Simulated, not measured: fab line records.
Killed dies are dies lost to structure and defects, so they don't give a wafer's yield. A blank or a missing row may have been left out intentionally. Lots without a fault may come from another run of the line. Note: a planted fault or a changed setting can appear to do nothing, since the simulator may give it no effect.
fab line records + flow nand_harc
record:
- lots: 5
- wafers: 15
- last_day: 25
route steps=1159 shown P_M0@283 P_M1@285 END@1159
lots untouched by any fault: they come from a run of this same line in which no faults occurred
start_h: hours from the record's first day to the start of the lot's first wafer shown + wait_h: hours from the lot's prior step to this one + " repeats the value in the row above + L1.1+2: one row covering several wafers at once + - no value, or no start was given + * or withheld: withheld + < > ~ a bound
route shown NAME@n: a module of which the file shows steps, and the number in the route of the first + usual: the fault-free wafers' mean and standard deviation + same: alike in all rows + chamber/n: place in a boat + sites: readings site by site + _std_site: the standard deviation of these + _edge_site: inner sites' mean taken away from outer sites' mean + radius_mm: how far each site lies from the wafer's centre + mask NAME#n: copy n + behind: the most recent tool/chamber to have shaped the wafer + hold: why the lot was held/for how many hours/how that ended + device: the n, p or np transistor that did not switch + end of line: the route-end tests of the same wafers + where a step has no rows: the recipe by itself + killed: not the wafer's yield, but the dies lost to structure and defects at the first sort + map: a wafer's dies, x killed, . not, _ none there
set.NAME: the setting as run; set.NAME@STEP: as run at that earlier step + model.NAME: the simulator's own value behind a step, which no gauge read
a table for each step, a row for each wafer; lots at some steps of the route
services: the hour from which a tool's chamber was out of use, counted from the record's first day as start_h (under 0 if before that day), plus the number of hours and why
== steps ==
step: NHARC_P_M0_PRE_CLEAN_31
recipe:
- time_s: 12
- temp_c: 370
- rf_power_w: 300
- gas: NH3
step: NHARC_P_M0_DEP_32
recipe:
- target_thk_a: 300
- temp_c: 370
- target_thk_nm: 30
- pressure_torr: 3
- flow_sccm: 200
- rf_w: 450
- material: SiCN
step: NHARC_P_M1_DEP_00
recipe:
- target_thk_a: 1825
- target_thk_nm: 182.5
- temp_c: withheld
- pressure_torr: 5
- flow_sccm: 200
- rf_w: 600
- material: SiOC
step: NHARC_P_M1_DEHYDRATE_01
recipe:
- temp_c: 150
- time_s: 120
step: NHARC_P_M1_HMDS_02
recipe:
- time_s: 30
step: NHARC_P_M1_COAT_34
recipe:
- temp_c: 200
- time_s: 65
step: NHARC_P_M1_COAT_03
recipe:
- spin_rpm: 1500
- resist_thk_nm: 90
step: NHARC_P_M1_SOFTBAKE_04
recipe:
- temp_c: 105
- time_s: 55
step: NHARC_P_M1_EBR_05
step: NHARC_P_M1_EXPOSE_06
recipe:
- na: 1.35
- target_cd_nm: 130
- dose_mj: 81.88
- mask_id: P_M1
step: NHARC_P_M1_PEB_07
recipe:
- peb_temp_c: 100
- peb_time_s: 65
| lot.wafer  | tool           | chamber | start_h | wait_h |
|------------|----------------|---------|---------|--------|
| L153.3+5+6 | litho_track-01 | 0       | 135.12  | 0.0    |
| L160.1+2+3 | litho_track-01 | 0       | 174.05  | 0.1    |
| L163.1+4+6 | litho_track-01 | 0       | 194.70  | 0.1    |
| L162.1+2+3 | litho_track-01 | 0       | 196.19  | 0.1    |
| L173.4+5+6 | litho_track-04 | 0       | 248.56  | 0.0    |
step: NHARC_P_M1_DEVELOP_08
recipe:
- develop_time_s: 35
- dev_temp_c: 23
step: NHARC_P_M1_CD_MEAS_09
recipe:
- target_cd_nm: 130
- landing_energy_ev: 500
usual:
- cd_nm: 130.2/0.72
| lot.wafer | tool      | chamber | start_h | wait_h | hold                     | cd_nm |
|-----------|-----------|---------|---------|--------|--------------------------|-------|
| L153.3    | cd_sem-02 | 0       | 135.20  | -      | -                        | 129.2 |
| L153.5    | "         | 0       | "       | "      | -                        | 129.2 |
| L153.6    | "         | 0       | "       | "      | -                        | 128.8 |
| L160.1    | cd_sem-02 | 0       | 174.13  | -      | await_dispo/0.2h/release | 136.9 |
| L160.2    | "         | 0       | "       | "      | await_dispo/0.2h/release | 136.4 |
| L160.3    | "         | 0       | "       | "      | await_dispo/0.2h/release | 136.6 |
| L160.1    | cd_sem-02 | 0       | -       | -      | -                        | 136.8 |
| L160.2    | "         | 0       | "       | "      | -                        | 136.1 |
| L160.3    | "         | 0       | "       | "      | -                        | 136.6 |
| L163.1    | cd_sem-01 | 0       | 194.78  | -      | await_dispo/0.2h/release | 137.4 |
| L163.4    | "         | 0       | "       | "      | await_dispo/0.2h/release | 137.0 |
| L163.6    | "         | 0       | "       | "      | await_dispo/0.2h/release | 136.9 |
| L163.1    | cd_sem-01 | 0       | -       | -      | -                        | 137.3 |
| L163.4    | "         | 0       | "       | "      | -                        | 137.1 |
| L163.6    | "         | 0       | "       | "      | -                        | 136.6 |
| L162.1    | cd_sem-03 | 0       | 196.27  | -      | await_dispo/0.2h/release | 135.5 |
| L162.2    | "         | 0       | "       | "      | await_dispo/0.2h/release | 136.8 |
| L162.3    | "         | 0       | "       | "      | await_dispo/0.2h/release | 135.8 |
| L162.1    | cd_sem-03 | 0       | -       | -      | -                        | 135.6 |
| L162.2    | "         | 0       | "       | "      | -                        | 136.6 |
| L162.3    | "         | 0       | "       | "      | -                        | 135.8 |
| L173.4    | cd_sem-01 | 0       | 248.65  | -      | -                        | 130.9 |
| L173.5    | "         | 0       | "       | "      | -                        | 130.7 |
| L173.6    | "         | 0       | "       | "      | -                        | 131.0 |
step: NHARC_P_M1_OVL_MEAS_10
recipe:
- pitch_nm: 260
usual:
- overlay_x_nm: 0.1/0.77
- overlay_y_nm: -0.1/0.8
| lot.wafer | tool       | chamber | start_h | wait_h | hold                     | overlay_x_nm | overlay_y_nm |
|-----------|------------|---------|---------|--------|--------------------------|--------------|--------------|
| L153.3    | overlay-01 | -       | 135.29  | -      | -                        | -0.1         | 0.9          |
| L153.5    | "          | -       | "       | "      | -                        | -0.1         | 0.7          |
| L153.6    | "          | -       | "       | "      | -                        | -0.4         | 0.5          |
| L160.1    | overlay-01 | -       | 181.22  | -      | await_dispo/6.8h/release | -1.0         | -1.0         |
| L160.2    | "          | -       | "       | "      | await_dispo/6.8h/release | -1.3         | -1.0         |
| L160.3    | "          | -       | "       | "      | await_dispo/6.8h/release | -1.5         | -0.8         |
| L162.1    | overlay-01 | -       | 197.97  | -      | await_dispo/1.4h/release | 0.2          | 1.0          |
| L162.2    | "          | -       | "       | "      | await_dispo/1.4h/release | 0.3          | 0.7          |
| L162.3    | "          | -       | "       | "      | await_dispo/1.4h/release | 0.7          | 0.4          |
| L163.1    | overlay-02 | -       | 198.35  | -      | await_dispo/3.3h/release | 0.1          | 0.1          |
| L163.4    | "          | -       | "       | "      | await_dispo/3.3h/release | 0.6          | -0.3         |
| L163.6    | "          | -       | "       | "      | await_dispo/3.3h/release | -0.1         | 0.1          |
| L173.4    | overlay-02 | -       | 248.73  | -      | -                        | -0.8         | 0.1          |
| L173.5    | "          | -       | "       | "      | -                        | -0.8         | -0.9         |
| L173.6    | "          | -       | "       | "      | -                        | -0.8         | -0.4         |
step: NHARC_P_M1_DESCUM_14
recipe:
- time_s: 3
- o2_flow_sccm: 200
- ar_flow_sccm: 0
- bias_power_w: 0
- chemistry: O2
usual:
- drypump_motor_current_A: 5.7/0.43
- oes_product_au: 1.000/0.0095
- rf_vpp_V: 57.8/0.86
- showerhead_plenum_p_Torr: 1.91/0.072
- throttle_valve_pct: 11.311/0.0094
| lot.wafer | tool        | chamber | start_h | wait_h | drypump_motor_current_A | oes_product_au | rf_hours_counter_h | rf_vpp_V | showerhead_plenum_p_Torr | throttle_valve_pct | model.P_M1.cd_nm |
|-----------|-------------|---------|---------|--------|-------------------------|----------------|--------------------|----------|--------------------------|--------------------|------------------|
| L153.3    | rie_diel-08 | 1       | 135.41  | 0.1    | 5.3                     | 1.003          | 0                  | 58.0     | 1.86                     | 11.303             | 129.3            |
| L153.5    | "           | 2       | "       | "      | 5.6                     | 1.014          | -                  | 59.1     | 1.92                     | 11.325             | 129.4            |
| L153.6    | "           | 3       | "       | "      | 6.5                     | 1.006          | -                  | 57.3     | 1.87                     | 11.309             | 129.1            |
| L160.2    | rie_diel-04 | 2       | 181.32  | 0.1    | 5.8                     | 1.014          | 1.3                | 58.4     | 2.01                     | 11.316             | 136.6            |
| L160.3    | "           | 0       | "       | "      | 5.2                     | 1.002          | 1.3                | 58.1     | 1.80                     | 11.319             | 136.2            |
| L160.1    | "           | 1       | "       | "      | 6.3                     | 0.998          | 1.3                | 55.6     | 1.96                     | 11.312             | 137.1            |
| L162.3    | rie_diel-04 | 2       | 198.07  | 0.1    | 5.8                     | 0.981          | 2.1                | 57.7     | 2.00                     | 11.297             | 136.5            |
| L162.1    | "           | 3       | "       | "      | 5.4                     | 0.991          | 2.0                | 56.4     | 1.91                     | 11.329             | 135.9            |
| L162.2    | "           | 0       | "       | "      | 5.2                     | 0.991          | 2.0                | 56.4     | 1.80                     | 11.312             | 136.3            |
| L163.4    | rie_diel-04 | 3       | 198.45  | 0.1    | 5.4                     | 0.996          | 1.9                | 57.1     | 1.91                     | 11.308             | 137.2            |
| L163.1    | "           | 0       | "       | "      | 5.2                     | 0.999          | 1.9                | 57.2     | 1.80                     | 11.300             | 137              |
| L163.6    | "           | 3       | "       | "      | 5.5                     | 0.999          | -                  | 58.6     | 1.91                     | 11.310             | 136.9            |
| L173.4    | rie_diel-04 | 2       | 248.85  | 0.1    | 5.8                     | 1.007          | 3.5                | 58.4     | 2.00                     | 11.315             | 130.8            |
| L173.5    | "           | 3       | "       | "      | 5.5                     | 1.012          | -                  | 58.3     | 1.91                     | 11.310             | 130.5            |
| L173.6    | "           | 0       | "       | "      | 5.2                     | 0.998          | -                  | 57.6     | 1.80                     | 11.308             | 129.9            |
step: NHARC_P_M1_ETCH_35
recipe:
- target_depth_a: 400
- overetch_a: 120
- time_s: 43.94
- ion_energy_ev: 200
- n2_flow_sccm: 150
- h2_flow_sccm: 150
- ar_flow_sccm: 0
- rf_w: 400
- bias_w: 150
- chemistry: N2/H2
step: NHARC_P_M1_ETCH_15
recipe:
- target_depth_a: 1825
- time_s: 91.2
- c4f8_flow_sccm: withheld
- ar_flow_sccm: 400
- rf_w: 600
- bias_w: 300
- chemistry: C4F8/Ar
step: NHARC_P_M1_CD_MEAS_16
usual:
- cd_nm: 130.2/0.76
| lot.wafer | tool      | chamber | start_h | wait_h | hold                     | cd_nm |
|-----------|-----------|---------|---------|--------|--------------------------|-------|
| L153.3    | cd_sem-02 | -       | 135.69  | -      | -                        | 129.4 |
| L153.5    | "         | -       | "       | "      | -                        | 129.7 |
| L153.6    | "         | -       | "       | "      | -                        | 129.7 |
| L160.1    | cd_sem-03 | -       | 181.63  | -      | await_dispo/0.2h/release | 136.6 |
| L160.2    | "         | -       | "       | "      | await_dispo/0.2h/release | 136.9 |
| L160.3    | "         | -       | "       | "      | await_dispo/0.2h/release | 136.0 |
| L160.1    | cd_sem-03 | -       | 181.81  | 0.2    | -                        | 136.3 |
| L160.2    | "         | -       | "       | "      | -                        | 136.4 |
| L160.3    | "         | -       | "       | "      | -                        | 135.8 |
| L162.1    | cd_sem-02 | -       | 198.43  | -      | await_dispo/0.2h/release | 135.3 |
| L162.2    | "         | -       | "       | "      | await_dispo/0.2h/release | 136.7 |
| L162.3    | "         | -       | "       | "      | await_dispo/0.2h/release | 136.5 |
| L162.1    | cd_sem-02 | -       | 198.61  | 0.2    | -                        | 135.1 |
| L162.2    | "         | -       | "       | "      | -                        | 136.4 |
| L162.3    | "         | -       | "       | "      | -                        | 136.6 |
| L163.1    | cd_sem-02 | -       | 198.75  | -      | await_dispo/0.2h/release | 137.0 |
| L163.4    | "         | -       | "       | "      | await_dispo/0.2h/release | 137.2 |
| L163.6    | "         | -       | "       | "      | await_dispo/0.2h/release | 136.5 |
| L163.1    | cd_sem-02 | -       | 198.93  | 0.2    | -                        | 137.2 |
| L163.4    | "         | -       | "       | "      | -                        | 136.9 |
| L163.6    | "         | -       | "       | "      | -                        | 137.2 |
| L173.4    | cd_sem-02 | -       | 249.15  | -      | -                        | 130.1 |
| L173.5    | "         | -       | "       | "      | -                        | 129.4 |
| L173.6    | "         | -       | "       | "      | -                        | 129.6 |
step: NHARC_P_M1_STRIP_18
recipe:
- power_w: 1000
- n2_flow_sccm: 150
- h2_flow_sccm: 150
- ar_flow_sccm: 0
- bias_w: 0
- chemistry: N2/H2
usual:
- drypump_motor_current_A: 5.7/0.41
- oes_product_au: 0.999/0.0077
- rf_vpp_V: 90.7/1.1
- showerhead_plenum_p_Torr: 2.04/0.091
- throttle_valve_pct: 14.170/0.009
| lot.wafer | tool        | chamber | start_h | wait_h | hold                     | drypump_motor_current_A | oes_product_au | rf_hours_counter_h | rf_vpp_V | showerhead_plenum_p_Torr | throttle_valve_pct |
|-----------|-------------|---------|---------|--------|--------------------------|-------------------------|----------------|--------------------|----------|--------------------------|--------------------|
| L153.3    | rie_diel-04 | 0       | 135.78  | 0.1    | -                        | 5.2                     | 0.998          | 0.3                | 90.1     | 1.91                     | 14.152             |
| L153.6    | "           | 0       | "       | "      | -                        | 5.2                     | 1.005          | -                  | 89.1     | 1.91                     | 14.166             |
| L153.5    | "           | 1       | "       | "      | -                        | 6.3                     | 1.010          | -                  | 91.5     | 2.09                     | 14.166             |
| L160.3    | rie_diel-04 | 0       | 184.11  | 2.3    | await_dispo/2.2h/release | 5.2                     | 0.992          | 1.4                | 89.2     | 1.91                     | 14.160             |
| L160.2    | "           | 1       | "       | "      | await_dispo/2.2h/release | 6.4                     | 0.988          | 1.4                | 91.1     | 2.09                     | 14.178             |
| L160.1    | "           | 2       | "       | "      | await_dispo/2.2h/release | 5.8                     | 1.000          | 1.4                | 91.1     | 2.14                     | 14.167             |
| L162.1    | rie_diel-04 | 0       | 201.47  | 2.9    | await_dispo/2.8h/release | 5.2                     | 1.004          | 2.1                | 90.9     | 1.91                     | 14.171             |
| L162.2    | "           | 2       | "       | "      | await_dispo/2.8h/release | 5.8                     | 1.016          | 2.1                | 90.7     | 2.14                     | 14.171             |
| L162.3    | "           | 3       | "       | "      | await_dispo/2.8h/release | 5.4                     | 1.011          | 2.1                | 91.3     | 2.04                     | 14.171             |
| L163.1    | rie_diel-04 | 1       | 204.19  | 5.3    | await_dispo/5.2h/release | 6.4                     | 1.005          | 2.0                | 90.0     | 2.08                     | 14.180             |
| L163.4    | "           | 3       | "       | "      | await_dispo/5.2h/release | 5.5                     | 1.013          | 1.9                | 91.1     | 2.04                     | 14.167             |
| L163.6    | "           | 2       | "       | "      | await_dispo/5.2h/release | 5.8                     | 1.004          | -                  | 90.9     | 2.14                     | 14.165             |
| L173.4    | rie_diel-03 | 1       | 249.27  | 0.1    | -                        | 6.0                     | 0.999          | 1.6                | 88.3     | 1.90                     | 14.174             |
| L173.5    | "           | 3       | "       | "      | -                        | 5.6                     | 0.995          | -                  | 91.8     | 2.14                     | 14.157             |
| L173.6    | "           | 0       | "       | "      | -                        | 5.1                     | 1.001          | -                  | 90.3     | 1.97                     | 14.170             |
step: NHARC_P_M1_ETCH_28
recipe:
- target_depth_a: 300
- over_etch_frac: 0.3
- time_s: 72.99
- ion_energy_ev: 150
- cf4_flow_sccm: 50
- n2_flow_sccm: 100
- ar_flow_sccm: 150
- rf_w: 300
- bias_w: 100
- chemistry: CF4/N2
usual:
- cf4_flow_sccm: 49.97/0.15
- drypump_motor_current_A: 5.7/0.4
- oes_product_au: 1.000/0.009
- rf_vpp_V: 314.1/2
- showerhead_plenum_p_Torr: 2.62/0.11
- throttle_valve_pct: 19.795/0.01
| lot.wafer | tool        | chamber | start_h | wait_h | cf4_flow_sccm | drypump_motor_current_A | oes_product_au | rf_hours_counter_h | rf_vpp_V | showerhead_plenum_p_Torr | throttle_valve_pct | model.P_M1.cd_nm |
|-----------|-------------|---------|---------|--------|---------------|-------------------------|----------------|--------------------|----------|--------------------------|--------------------|------------------|
| L153.3    | rie_diel-04 | 1       | -       | -      | 50.11         | 6.3                     | 0.995          | 0.4                | 315.7    | 2.68                     | 19.797             | 129.2            |
| L153.5    | "           | 1       | "       | "      | 49.85         | 6.3                     | 1.002          | -                  | 315.9    | 2.68                     | 19.782             | 129.3            |
| L153.6    | "           | 2       | "       | "      | 49.87         | 5.8                     | 1.010          | -                  | 316.4    | 2.74                     | 19.778             | 129.6            |
| L160.1    | rie_diel-04 | 2       | -       | -      | 50.21         | 5.8                     | 1.012          | 1.4                | 316.6    | 2.74                     | 19.785             | 136.9            |
| L160.2    | "           | 3       | "       | "      | 50.09         | 5.5                     | 1.008          | 1.5                | 313.1    | 2.63                     | 19.768             | 136.4            |
| L160.3    | "           | 1       | "       | "      | 49.78         | 6.3                     | 0.999          | 1.4                | 314.9    | 2.68                     | 19.787             | 136.5            |
| L162.3    | rie_diel-04 | 1       | -       | -      | 49.88         | 6.3                     | 1.018          | 2.2                | 315.4    | 2.68                     | 19.799             | 137.9            |
| L162.1    | "           | 2       | "       | "      | 49.85         | 5.8                     | 1.009          | 2.2                | 316.6    | 2.74                     | 19.784             | 136.2            |
| L162.2    | "           | 0       | "       | "      | 49.73         | 5.2                     | 0.991          | 2.1                | 311.8    | 2.47                     | 19.797             | 136.7            |
| L163.1    | rie_diel-04 | 2       | -       | -      | 49.95         | 5.8                     | 1.001          | 2.0                | 316.7    | 2.74                     | 19.795             | 137.2            |
| L163.4    | "           | 1       | "       | "      | 50.02         | 6.3                     | 1.013          | 2.1                | 314.7    | 2.68                     | 19.789             | 138.1            |
| L163.6    | "           | 3       | "       | "      | 50.22         | 5.5                     | 1.000          | -                  | 314.1    | 2.63                     | 19.795             | 137.3            |
| L173.4    | rie_diel-03 | 2       | -       | -      | 50.04         | 5.4                     | 1.009          | 1.3                | 316.3    | 2.75                     | 19.782             | 130.6            |
| L173.5    | "           | 1       | "       | "      | 49.84         | 6.0                     | 1.011          | -                  | 310.7    | 2.46                     | 19.798             | 129.1            |
| L173.6    | "           | 2       | "       | "      | 49.98         | 5.4                     | 1.011          | -                  | 315.5    | 2.75                     | 19.800             | 130.1            |
step: NHARC_P_M1_STRIP_19
recipe:
- time_s: 600
- temp_c: 30
- chemistry: post_etch_residue_remover
step: NHARC_END_SORT_01
recipe:
- temp_c: 25
usual:
- defect_limited_yield: 95.3/1.3
- killed_at_array: 28/9.1
- killed_at_other: 0.6/0.87
- killed_at_periphery: 3.4/2.7
- killed_dies: 32/9
- killed_open: 3.2/1.9
- killed_short: 2.0/1.3
- sort_bin_2_pct: 1.5/0.57
- sort_bin_3_pct: 0.26/0.22
- sort_bin_4_pct: 2.9/0.91
- sort_n_pass: 645/9
- sort_rim_yield_pct: 93/3.3
- sort_yield_pct: 95.3/1.3
same:
- gross_dies: 677
- sort_bin_5_pct[%]: 0
- sort_bin_6_pct[%]: 0
- sort_bin_7_pct[%]: 0
- sort_bin_8_pct[%]: 0
- sort_rim_n_gross: 106.00
| lot.wafer | tool      | chamber | start_h | wait_h | defect_limited_yield[%] | killed_at_array | killed_at_other | killed_at_periphery | killed_dies | killed_open | killed_short | sort_bin_2_pct[%] | sort_bin_3_pct[%] | sort_bin_4_pct[%] | sort_n_pass | sort_rim_yield_pct[%] | sort_yield_pct[%] |
|-----------|-----------|---------|---------|--------|-------------------------|-----------------|-----------------|---------------------|-------------|-------------|--------------|-------------------|-------------------|-------------------|-------------|-----------------------|-------------------|
| L160.1    | prober-02 | 0       | 502.02  | 2.5    | 96.3                    | 25              | 0               | 0                   | 25          | 2           | 0            | 0.6               | 0.30              | 2.8               | 652         | 95                    | 96.3              |
| L160.2    | prober-02 | 0       | 502.83  | 2.8    | 95.4                    | 31              | 0               | 0                   | 31          | 7           | 0            | 1.5               | 0.15              | 3.0               | 646         | 95                    | 95.4              |
| L160.3    | prober-02 | 0       | 503.64  | 3.1    | 96.6                    | 22              | 0               | 1                   | 23          | 2           | 2            | 1.0               | 0                 | 2.4               | 654         | 92                    | 96.6              |
| L163.1    | prober-02 | 0       | 525.51  | 2.5    | 96.0                    | 26              | 0               | 1                   | 27          | 3           | 2            | 1.2               | 0                 | 2.8               | 650         | 96                    | 96.0              |
| L163.4    | prober-02 | 0       | 527.92  | 3.4    | 94.7                    | 34              | 0               | 2                   | 36          | 5           | 2            | 1.6               | 0.59              | 3.1               | 641         | 93                    | 94.7              |
| L163.6    | prober-02 | 0       | 529.53  | 4.0    | 95.4                    | 28              | 1               | 2                   | 31          | 6           | 1            | 0.9               | 0.44              | 3.2               | 646         | 95                    | 95.4              |
| L162.2    | prober-02 | 0       | 541.88  | 2.8    | 93.9                    | 38              | 0               | 3                   | 41          | 5           | 2            | 2.1               | 0.30              | 3.7               | 636         | 89                    | 93.9              |
| L173.4    | prober-01 | 0       | 605.43  | 3.4    | 94.1                    | 37              | 2               | 1                   | 40          | 1           | 2            | 1.6               | 1.03              | 3.2               | 637         | 85                    | 94.1              |
| L173.5    | prober-01 | 0       | 606.23  | 3.7    | 95.4                    | 29              | 1               | 1                   | 31          | 3           | 1            | 1.3               | 0                 | 3.2               | 646         | 92                    | 95.4              |
| L173.6    | prober-01 | 0       | 607.03  | 4.0    | 94.8                    | 31              | 3               | 1                   | 35          | 3           | 0            | 1.6               | 0.44              | 3.1               | 642         | 89                    | 94.8              |
killed by level:class
L160.1 A_STAIRCASE:chamber_film_flake=10 A_CHANNEL_HOLE_D1:chamber_film_flake=7 A_CONTACT:chamber_film_flake=6 A_ONON_D1:geometric_particle:open=1 A_SGD_CUT:geometric_particle:open=1
L160.2 A_CHANNEL_HOLE_D1:chamber_film_flake=9 A_STAIRCASE:chamber_film_flake=8 A_CONTACT:chamber_film_flake=4 A_M0:geometric_particle:open=3 A_SLIT:chamber_film_flake=3 A_BLC:geometric_particle:open=2 A_CHANNEL_FILL_D1:geometric_particle:open=1 A_CONTACT:geometric_particle:open=1
L160.3 A_CHANNEL_HOLE_D1:chamber_film_flake=8 A_STAIRCASE:chamber_film_flake=7 A_CONTACT:chamber_film_flake=3 P_M1:geometric_particle:short=1 A_ONON_D1:geometric_particle:open=1 A_CONTACT:geometric_particle:open=1 A_M0:geometric_particle:short=1 A_WL_FILL:chamber_film_flake=1
L163.1 A_SLIT:chamber_film_flake=11 A_CHANNEL_HOLE_D1:chamber_film_flake=5 A_STAIRCASE:chamber_film_flake=5 P_GATE:geometric_particle:open=1 A_CHANNEL_FILL_D1:geometric_particle:short=1 A_CHANNEL_FILL_D1:geometric_particle:open=1 A_STAIRCASE:geometric_particle:short=1 A_M0:geometric_particle:open=1
L163.4 A_SLIT:chamber_film_flake=22 A_CHANNEL_HOLE_D1:chamber_film_flake=3 A_M0:geometric_particle:open=2 P_M0:geometric_particle:open=1 A_ONON_D1:geometric_particle:open=1 A_WL_FILL:geometric_particle:short=1 A_BLC:geometric_particle:open=1 A_M1:geometric_particle:short=1
L163.6 A_SLIT:chamber_film_flake=13 A_CHANNEL_HOLE_D1:chamber_film_flake=5 A_CONTACT:geometric_particle:open=4 A_STAIRCASE:chamber_film_flake=2 P_M0:geometric_particle:open=1 A_ONON_D1:geometric_particle:short=1 A_M1:geometric_particle:open=1 P_STI:chamber_film_flake=1
L162.2 A_SLIT:chamber_film_flake=11 A_CHANNEL_HOLE_D1:chamber_film_flake=9 A_STAIRCASE:chamber_film_flake=4 A_SGD_CUT:chamber_film_flake=4 A_CONTACT:chamber_film_flake=4 A_M0:geometric_particle:open=2 P_ZERO_WELL:chamber_film_flake=2 P_M1:geometric_particle:open=1
L173.4 A_SLIT:chamber_film_flake=21 A_CHANNEL_HOLE_D1:chamber_film_flake=9 A_STAIRCASE:chamber_film_flake=3 THIN_TSV:chamber_film_flake=2 A_ONON_D1:geometric_particle:short=1 A_SGD_CUT:geometric_particle:short=1 A_BLC:geometric_particle:open=1 P_ZERO_WELL:chamber_film_flake=1
L173.5 A_SLIT:chamber_film_flake=14 A_CHANNEL_HOLE_D1:chamber_film_flake=10 A_STAIRCASE:chamber_film_flake=2 P_GATE:geometric_particle:open=1 A_SLIT:geometric_particle:open=1 A_CONTACT:geometric_particle:open=1 A_M0:geometric_particle:short=1 THIN_TSV:chamber_film_flake=1
L173.6 A_SLIT:chamber_film_flake=16 A_CHANNEL_HOLE_D1:chamber_film_flake=12 THIN_TSV:chamber_film_flake=3 P_M1:geometric_particle:open=1 A_CONTACT:geometric_particle:open=1 A_M0:geometric_particle:open=1 A_WL_FILL:chamber_film_flake=1
== services ==
| tool           | chamber | start_h | hours | kind       |
|----------------|---------|---------|-------|------------|
| rie_diel-04    | -       | 111.90  | 9.0   | pm         |
| rie_diel-04    | 0       | 111.90  | 9.0   | vent_cycle |
| rie_diel-04    | 1       | 111.90  | 9.0   | vent_cycle |
| rie_diel-04    | 2       | 111.90  | 9.0   | vent_cycle |
| rie_diel-04    | 3       | 111.90  | 9.0   | vent_cycle |
| rie_diel-04    | 0       | 120.90  | -     | clean      |
| rie_diel-04    | 1       | 120.90  | -     | clean      |
| rie_diel-04    | 2       | 120.90  | -     | clean      |
| rie_diel-04    | 3       | 120.90  | -     | clean      |
| rie_diel-08    | -       | 124.80  | 9.0   | pm         |
| litho_track-04 | -       | 141.00  | 7.0   | pm         |
| rie_diel-04    | 0       | 145.40  | -     | clean      |
| rie_diel-04    | 1       | 145.40  | -     | clean      |
| rie_diel-04    | 2       | 145.40  | -     | clean      |
| rie_diel-04    | 3       | 145.40  | -     | clean      |
| rie_diel-04    | 0       | 169.90  | -     | clean      |
| rie_diel-04    | 1       | 169.90  | -     | clean      |
| rie_diel-04    | 2       | 169.90  | -     | clean      |
| rie_diel-04    | 3       | 169.90  | -     | clean      |
| rie_diel-04    | 0       | 194.40  | -     | clean      |
| rie_diel-04    | 1       | 194.40  | -     | clean      |
| rie_diel-04    | 2       | 194.40  | -     | clean      |
| rie_diel-04    | 3       | 194.40  | -     | clean      |
| rie_diel-03    | -       | 215.30  | 9.0   | pm         |
== key ==
first_sign:
- step: NHARC_P_M1_CD_MEAS_09
- reading: visit
- direction: added
- through: control_loop
effect:
- step: NHARC_P_M1_CD_MEAS_09
- reading: cd_nm
- direction: up
- sigmas: 8.9
- usual: 130.2
- struck: 136.6
- through: control_loop
effect:
- step: NHARC_P_M1_CD_MEAS_16
- reading: visit
- direction: added
- through: control_loop
effect:
- step: NHARC_P_M1_CD_MEAS_16
- reading: cd_nm
- direction: up
- sigmas: 8.4
- usual: 130.2
- struck: 136.5
- through: control_loop
model_effect:
- step: NHARC_P_M1_DESCUM_14
- value: P_M1.cd_nm
- without: 130
- struck: 136.6
model_effect:
- step: NHARC_P_M1_ETCH_28
- value: P_M1.cd_nm
- without: 130.4
- struck: 137
met_at NHARC_P_M1_PEB_07
struck_wafers L160.1,L160.2,L160.3,L162.1,L162.2,L162.3,L163.1,L163.4,L163.6
loop_trim:
- step: NHARC_P_M1_EXPOSE_06
- setting: dose
- lots: L162
onset_between 135.12 174.05
fault:
- kind: process_parameter_drift
- tool: litho_track-01
- chamber: -
- onset_h: 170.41
- steps: NHARC_P_M1_PEB_07
- channel: peb_time_s
- offset: *
- shape: step
- end_h: 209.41
- acts_in: *
- stated: *
loop_trim: a control loop set the setting to another value than it would have without faults
